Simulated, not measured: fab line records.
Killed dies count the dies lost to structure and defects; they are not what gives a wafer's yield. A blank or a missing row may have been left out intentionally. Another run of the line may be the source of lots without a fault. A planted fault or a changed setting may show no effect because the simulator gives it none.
fab line records	flow n5_finfet	part 2 of 2: steps 4 to 6 of 6
record lots=17	wafers=51	last_day=17
route steps=1938 shown FIN_SAQP@115 FIN_CUT@169 STI_FIN_REVEAL@204
lots that met no fault: from a run of the same line without faults
start_h: start of the lot's first displayed wafer, in hours after the record's first day	wait_h: hours since the lot's step before	" same as the row above	L1.1+2: a row that stands for several wafers	- no value present, or no start provided	* or withheld: withheld	< > ~ a bound
route shown NAME@n: NAME is a module with steps in the file, n the number in the route of the first one	usual: mean/standard deviation taken from wafers without a fault	same: alike in all rows	chamber/n: place in a boat	sites: readings site by site	_std_site: the values' standard deviation	_edge_site: inner sites' mean taken away from outer sites' mean	radius_mm: for every site, how far away it sits from the centre of the wafer	mask NAME#n: copy n	behind: the tool/chamber that last shaped the wafer	hold: the reason the lot was held/the length of the hold in hours/how it ended	device: names the non-switching transistor (n, p or np)	end of line: the same wafers' tests at the end of the route	a step with no rows: only its recipe	killed: the dies lost at the first sort to structure and to defects; this is not the yield of the wafer	map: a wafer's dies, x killed, . not, _ none there
set.NAME: the setting as run; set.NAME@STEP: as run at that earlier step	model.NAME: the simulator's own value behind a step, which no gauge read
route steps across a sampled set of lots; one table per step, one row per wafer
services: a tool's chamber out of use, with start hour (start_h, from the record's first day; less than 0 if before it), hours out, and reason
## steps
# step N5_FIN_CUT_ETCH_21
# recipe chemistry=N2/H2	target=SOC	target_depth_a=2190	overetch_a=438	mask_material=SiARC	temp_c=40	ion_energy_ev=100	bias_w=61	time_s=523.5	pressure_mtorr=30	source_w=850	n2_flow_sccm=200	h2_flow_sccm=200
# usual chamber_pressure_mTorr=30.000/0.029	drypump_motor_current_A=5.7/0.38	oes_product_au=0.76/0.076	rf_vpp_V=241.0/1.5	showerhead_plenum_p_Torr=2.57/0.1	throttle_valve_pct=17.69/0.26
lot.wafer	tool	chamber	start_h	wait_h	chamber_pressure_mTorr	drypump_motor_current_A	oes_product_au	rf_hours_counter_h	rf_vpp_V	showerhead_plenum_p_Torr	throttle_valve_pct
L077.2	rie_diel-02	2	44.53	0.0	29.999	6.5	0.78	37	241.4	2.49	18.06
L077.3	"	1	"	"	30.044	5.6	0.90	5	243.2	2.73	17.64
L077.6	"	0	"	"	30.001	5.1	0.72	-	241.8	2.67	17.91
L078.2	rie_diel-06	2	50.97	0.0	30.025	6.0	0.80	44	242.7	2.68	17.38
L078.3	"	0	"	"	30.006	5.6	0.70	159	238.2	2.43	17.81
L078.5	"	1	"	"	30.026	6.2	0.86	-	238.9	2.51	17.44
L080.2	rie_diel-06	1	62.73	0.0	29.986	6.2	0.84	15	239.4	2.51	17.45
L080.3	"	3	"	"	30.047	5.6	0.73	128	241.1	2.66	17.66
L080.6	"	3	"	"	29.991	5.6	0.73	-	243.0	2.66	17.66
L082.1	rie_diel-02	2	76.30	0.0	30.002	6.6	0.77	46	239.3	2.48	18.08
L082.2	"	0	"	"	29.982	5.1	0.71	128	242.2	2.66	17.94
L082.4	"	3	"	"	29.987	5.9	0.80	38	242.8	2.69	17.17
L084.1	rie_diel-02	2	87.25	0.0	30.012	6.5	0.78	50	239.9	2.48	18.08
L084.5	"	2	"	"	29.957	6.5	0.77	-	240.5	2.48	18.10
L084.6	"	3	"	"	29.971	5.8	0.81	-	243.5	2.69	17.17
L085.4	rie_diel-04	2	94.10	0.2	29.993	5.4	0.78	-	240.0	2.46	17.86
L085.5	"	0	"	"	30.047	5.7	0.64	-	239.3	2.50	17.81
L085.6	"	1	"	"	29.996	5.6	0.67	-	239.8	2.51	17.72
L086.1	rie_diel-06	1	101.61	0.0	29.977	6.2	0.83	26	239.0	2.51	17.49
L086.3	"	3	"	"	29.998	5.5	0.71	138	240.5	2.65	17.65
L086.4	"	0	"	"	29.999	5.6	0.69	174	239.3	2.42	17.83
L087.2	rie_diel-04	3	106.42	0.0	29.979	6.0	0.89	2	240.8	2.59	17.74
L087.5	"	3	"	"	30.024	6.0	0.89	-	242.4	2.59	17.76
L087.6	"	0	"	"	30.012	5.7	0.64	-	239.6	2.50	17.82
L089.1	rie_diel-04	3	117.29	0.0	29.981	6.0	0.87	7	241.3	2.58	17.75
L089.3	"	2	"	"	30.043	5.3	0.78	72	239.0	2.46	17.86
L089.5	"	3	"	"	29.935	6.0	0.87	-	240.7	2.59	17.77
L090.3	rie_diel-04	2	123.55	0.0	29.969	5.4	0.76	74	238.9	2.45	17.86
L090.4	"	2	"	"	30.001	5.3	0.77	-	239.6	2.46	17.87
L090.6	"	3	"	"	30.015	6.0	0.87	-	240.9	2.58	17.76
L091.1	rie_diel-02	0	130.04	0.0	29.999	5.1	0.70	142	241.7	2.66	17.95
L091.3	"	3	"	"	29.974	5.9	0.79	57	241.1	2.68	17.19
L091.5	"	3	"	"	30.005	5.9	0.79	-	243.9	2.68	17.18
L092.1	rie_diel-02	3	136.44	0.0	30.026	5.9	0.78	60	243.3	2.68	17.19
L092.2	"	2	"	"	29.984	6.5	0.75	66	238.8	2.47	18.11
L092.6	"	1	"	"	30.038	5.6	0.85	-	242.5	2.72	17.66
L093.1	rie_diel-02	3	142.69	0.0	29.932	5.8	0.77	61	241.5	2.68	17.21
L093.3	"	2	"	"	30.012	6.5	0.75	68	240.8	2.47	18.12
L093.4	"	1	"	"	30.015	5.6	0.83	33	241.9	2.72	17.66
L094.1	rie_diel-04	0	149.84	0.0	30.000	5.7	0.88	4	239.1	2.50	17.42
L094.5	"	2	"	"	30.004	5.4	0.77	-	239.0	2.45	17.89
L094.6	"	1	"	"	29.998	5.5	0.66	-	240.9	2.50	17.74
L095.2	rie_diel-06	3	153.96	0.0	29.981	5.6	0.71	153	241.5	2.65	17.69
L095.3	"	0	"	"	30.020	5.6	0.67	190	239.4	2.42	17.85
L095.5	"	1	"	"	29.998	6.2	0.79	-	239.6	2.50	17.51
L096.1	rie_diel-06	3	158.79	0.0	30.025	5.6	0.70	154	242.0	2.65	17.69
L096.2	"	2	"	"	29.996	6.0	0.78	74	242.8	2.67	17.44
L096.5	"	1	"	"	30.042	6.2	0.80	-	241.6	2.50	17.50
L097.2	rie_diel-06	0	164.83	0.0	30.004	5.6	0.67	193	239.9	2.42	17.86
L097.3	"	3	"	"	29.990	5.6	0.71	156	241.7	2.64	17.69
L097.6	"	0	"	"	29.955	5.6	0.67	-	239.0	2.42	17.87
# step N5_FIN_CUT_PRECLEAN_35
# recipe time_s=13.3	temp_c=45	pressure_torr=125	p_hf_torr=3	p_coreactant_torr=25	chemistry=vHF
# usual drypump_motor_current_A=5.9/0.59	foreline_p_Torr=0.1279/0.00055	pressure_torr=124.95/0.23
lot.wafer	tool	chamber	start_h	wait_h	drypump_motor_current_A	foreline_p_Torr	pressure_torr
L077.2	vapor_etch-01	0	44.99	0.0	6.3	0.1272	124.87
L077.3	"	1	"	"	4.8	0.1290	125.20
L077.6	"	1	"	"	4.8	0.1294	124.90
L078.2	vapor_etch-01	0	51.43	0.0	6.3	0.1276	124.92
L078.3	"	0	"	"	6.3	0.1277	124.68
L078.5	"	0	"	"	6.3	0.1272	125.01
L080.2	vapor_etch-02	0	63.19	0.0	6.2	0.1282	125.06
L080.3	"	0	"	"	6.2	0.1285	124.81
L080.6	"	1	"	"	6.2	0.1271	124.93
L082.1	vapor_etch-02	0	76.76	0.0	6.2	0.1281	124.84
L082.2	"	1	"	"	6.2	0.1284	124.80
L082.4	"	0	"	"	6.2	0.1280	124.87
L084.1	vapor_etch-01	0	87.93	0.1	6.3	0.1278	125.03
L084.5	"	1	"	"	4.8	0.1268	125.28
L084.6	"	0	"	"	6.3	0.1287	124.83
L085.4	vapor_etch-02	1	94.43	0.0	6.1	0.1277	125.02
L085.5	"	0	"	"	6.2	0.1277	124.90
L085.6	"	1	"	"	6.2	0.1269	125.02
L086.1	vapor_etch-01	1	102.07	0.0	4.8	0.1289	124.81
L086.3	"	0	"	"	6.3	0.1279	125.12
L086.4	"	1	"	"	4.8	0.1283	124.88
L087.2	vapor_etch-02	1	106.89	0.1	6.2	0.1279	124.87
L087.5	"	1	"	"	6.1	0.1274	124.50
L087.6	"	0	"	"	6.2	0.1282	125.28
L089.1	vapor_etch-02	1	117.75	0.0	6.2	0.1282	124.73
L089.3	"	0	"	"	6.2	0.1275	124.97
L089.5	"	1	"	"	6.2	0.1284	124.22
L090.3	vapor_etch-01	0	124.03	0.1	6.3	0.1275	124.98
L090.4	"	1	"	"	4.8	0.1274	125.13
L090.6	"	0	"	"	6.3	0.1275	125.18
L091.1	vapor_etch-02	1	130.49	0.0	6.1	0.1286	125.22
L091.3	"	0	"	"	6.2	0.1277	125.40
L091.5	"	1	"	"	6.2	0.1282	125.20
L092.1	vapor_etch-01	1	138.06	0.2	4.8	0.1286	124.79
L092.2	"	0	"	"	6.3	0.1279	124.86
L092.6	"	1	"	"	4.8	0.1296	124.60
L093.1	vapor_etch-02	1	143.15	0.0	6.2	0.1274	125.09
L093.3	"	1	"	"	6.2	0.1282	124.91
L093.4	"	0	"	"	6.2	0.1282	124.92
L094.1	vapor_etch-02	0	150.30	0.0	6.2	0.1278	124.88
L094.5	"	0	"	"	6.2	0.1276	124.83
L094.6	"	1	"	"	6.1	0.1279	125.37
L095.2	vapor_etch-01	1	154.42	0.0	4.8	0.1275	124.87
L095.3	"	0	"	"	6.3	0.1277	124.87
L095.5	"	1	"	"	4.8	0.1273	124.76
L096.1	vapor_etch-01	1	159.25	0.0	4.8	0.1278	124.86
L096.2	"	0	"	"	6.3	0.1280	125.26
L096.5	"	1	"	"	4.8	0.1268	124.49
L097.2	vapor_etch-02	1	165.31	0.1	6.2	0.1285	124.91
L097.3	"	1	"	"	6.2	0.1283	125.41
L097.6	"	1	"	"	6.2	0.1281	125.00
# step N5_STI_FIN_REVEAL_OXIDATION_33
# recipe chemistry=O2_PLASMA_REMOTE	temp_c=150	time_s=20	pressure_mtorr=1000	source_power_w=2000	o2_flow_sccm=3000
# usual chamber_pressure_mTorr=999.9/0.87	drypump_motor_current_A=5.5/0.31	heater_power_w=162/9.8
lot.wafer	tool	chamber	start_h	wait_h	chamber_pressure_mTorr	drypump_motor_current_A	heater_power_w	rf_hours_counter_h
L077.2	plasma_asher-01	1	55.32	0.0	1001.7	5.1	175	33
L077.3	"	0	"	"	1000.4	5.7	156	-
L077.6	"	0	"	"	998.9	5.6	157	-
L078.2	plasma_asher-02	1	60.48	0.0	998.1	5.7	149	89
L078.3	"	1	"	"	998.7	5.7	146	-
L078.5	"	0	"	"	1000.7	5.9	161	-
L080.2	plasma_asher-02	0	72.32	0.0	1000.7	5.9	169	91
L080.3	"	1	"	"	1000.8	5.7	146	-
L080.6	"	0	"	"	999.6	5.9	162	-
L082.1	plasma_asher-01	1	86.78	0.1	999.6	5.1	173	39
L082.2	"	0	"	"	1001.4	5.7	158	39
L082.4	"	1	"	"	999.4	5.1	177	-
L084.1	plasma_asher-01	0	98.35	0.0	999.7	5.7	155	41
L084.5	"	0	"	"	1000.4	5.7	154	-
L084.6	"	1	"	"	998.6	5.1	176	-
L085.4	plasma_asher-02	0	104.90	0.0	1000.0	5.9	165	-
L085.5	"	1	"	"	1001.0	5.7	149	-
L085.6	"	0	"	"	997.7	5.9	160	-
L086.1	plasma_asher-01	1	111.37	0.0	999.2	5.1	176	44
L086.3	"	0	"	"	998.7	5.7	155	-
L086.4	"	1	"	"	999.8	5.1	172	-
L087.2	plasma_asher-02	0	116.59	0.0	999.1	5.9	163	100
L087.5	"	1	"	"	998.8	5.7	152	-
L087.6	"	0	"	"	999.1	5.9	166	-
L089.1	plasma_asher-02	0	126.68	0.0	1000.6	5.8	163	102
L089.3	"	0	"	"	1000.2	5.9	167	-
L089.5	"	1	"	"	1001.6	5.7	147	-
L090.3	plasma_asher-01	0	133.17	0.0	1000.2	5.6	154	-
L090.4	"	1	"	"	999.3	5.0	176	-
L090.6	"	0	"	"	998.9	5.7	156	-
L091.1	plasma_asher-01	1	140.17	0.0	998.5	5.1	174	50
L091.3	"	1	"	"	999.4	5.1	175	-
L091.5	"	1	"	"	998.7	5.1	173	-
L092.1	plasma_asher-02	1	146.94	0.0	1000.0	5.7	148	106
L092.2	"	0	"	"	1000.3	5.9	165	106
L092.6	"	1	"	"	1000.3	5.7	151	-
L093.1	plasma_asher-02	1	152.06	0.0	1000.3	5.7	149	107
L093.3	"	1	"	"	999.2	5.7	150	-
L093.4	"	0	"	"	999.3	5.9	166	-
L094.1	plasma_asher-01	1	159.47	0.0	1000.2	5.1	175	54
L094.5	"	1	"	"	1000.5	5.1	174	-
L094.6	"	0	"	"	1000.7	5.7	154	-
L095.2	plasma_asher-01	0	163.52	0.0	1001.4	5.7	157	55
L095.3	"	1	"	"	999.0	5.1	175	-
L095.5	"	0	"	"	999.8	5.7	159	-
L096.1	plasma_asher-02	1	168.07	0.0	999.4	5.7	146	110
L096.2	"	0	"	"	998.8	5.9	165	110
L096.5	"	1	"	"	1000.2	5.7	154	-
L097.2	plasma_asher-01	0	175.97	0.0	1000.2	5.6	155	57
L097.3	"	1	"	"	999.5	5.1	180	-
L097.6	"	0	"	"	998.9	5.6	160	-
## services
tool	chamber	start_h	hours	kind
rie_diel-03	3	17.01	2.6	repair
rie_diel-05	-	17.63	15.6	pm
rie_diel-04	-	41.41	0.5	repair
rie_diel-04	3	42.13	4.5	repair
rie_diel-04	1	53.27	13.5	repair
rie_diel-03	2	57.20	-	clean
rie_diel-03	2	57.20	-	consumable_replace:focus_ring
rie_diel-03	2	57.20	22.6	scheduled_down
rie_diel-03	2	57.20	22.6	vent_cycle
rie_diel-05	0	77.23	7.1	repair
rie_diel-03	1	79.92	-	clean
rie_diel-02	1	80.37	7.8	repair
rie_diel-02	0	80.68	14.0	repair
plasma_asher-01	-	84.38	1.2	repair
plasma_asher-01	-	88.71	1.4	repair
rie_diel-01	1	94.09	2.9	repair
rie_diel-04	2	97.38	9.7	repair
vapor_etch-02	-	110.56	2.8	pm
rie_diel-05	0	122.16	10.0	repair
rie_diel-03	-	128.90	15.6	pm
rie_diel-02	3	139.39	2.0	repair
rie_diel-04	3	146.43	9.5	repair
vapor_etch-02	0	162.55	10.0	repair
rie_diel-03	0	168.28	7.7	repair
